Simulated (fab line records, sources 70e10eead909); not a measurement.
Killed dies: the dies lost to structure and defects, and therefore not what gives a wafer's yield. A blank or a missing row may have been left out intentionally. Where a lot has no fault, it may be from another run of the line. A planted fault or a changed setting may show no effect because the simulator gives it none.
One fault through the eyes of 2 desks | flow nandHarc | only its own numbers are on each desk; what lay behind them is given at the end

== THE TOOL OWNER'S DESK: arfiScanner-02 ==
The tool's own readings at NHARC_A_SLIT_EXPOSE_06 (exposes mask SLIT): means of the sampled wafers that have a number, for each lot that ran on this tool. The brackets show how far a lot's mean lies from the usual mean; more than 4 standard deviations puts the lot out of limits, marked OUT.
Columns: A = exposureDoseMJCm2 at NHARC_A_SLIT_EXPOSE_06, usual 60.82
lot  | first seen here | A
L308 | day 20 08:56    | 60.80
L310 | day 21 13:42    | 60.81
L312 | day 21 22:31    | 60.83
L323 | day 26 17:26    | 75.85 (+99 or more) OUT
L326 | day 28 21:59    | 72.85 (+99 or more) OUT
Finding of this desk: L323, L326 out of limits; the first was L323 at day 26 17:26, on exposureDoseMJCm2 at NHARC_A_SLIT_EXPOSE_06. L308, L310, L312: within limits.

== AT THE METROLOGY DESK ==
What the gauges read, lot by lot, whatever tool the lot ran on: means of the sampled wafers that have a number. The brackets show how far a lot's mean lies from the usual mean; more than 4 standard deviations puts the lot out of limits, marked OUT.
Columns: A = thkNm at NHARC_A_SGD_CUT_THK_MEAS_22, usual 148.3 nm; B = cdNm at NHARC_A_SLIT_CD_MEAS_09, usual 300.1 nm
lot  | first seen here | A     | B
L306 | day 19 08:44    | 149.1 | 300.2
L308 | day 20 03:30    | 148.6 | 300.1
L310 | day 21 04:34    | 148.0 | 300.1
L312 | day 21 12:28    | 149.3 | 300.2
L314 | day 22 20:02    | 148.9 | 300.1
L323 | day 26 12:13    | 147.9 | 311.8 (+25) OUT
L324 | day 27 14:12    | 147.2 | 299.3
L327 | day 28 08:38    | 147.5 | 299.9
L328 | day 28 08:38    | 147.6 | 299.8
L329 | day 28 08:38    | 147.8 | 300.6
L326 | day 28 14:14    | 148.3 | 310.1 (+22) OUT
Finding of this desk: L323, L326 out of limits; the first was L323 at day 26 17:34, on cdNm at NHARC_A_SLIT_CD_MEAS_09. L306, L308, L310, L312, L314, L324, L327, L328, L329: within limits.

== BROUGHT TOGETHER ==
The tool owner's desk could have raised an alarm at day 26 17:26, on L323, L326.
An alarm was possible from the metrology desk at day 26 17:34, on L323, L326.
Every lot named ran NHARC_A_SLIT_EXPOSE_06 on arfiScanner-02.

== WHAT HAD BEEN PUT IN BY THE SIMULATOR ==
Drift in process parameters on arfiScanner-02 at NHARC_A_SLIT_EXPOSE_06, starting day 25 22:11. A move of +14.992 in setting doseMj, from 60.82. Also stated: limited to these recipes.
Lots struck among those shown: L323, L326.
Fault start to first reading out of limits, in hours, per desk: tool owner, 19; metrology, 19.
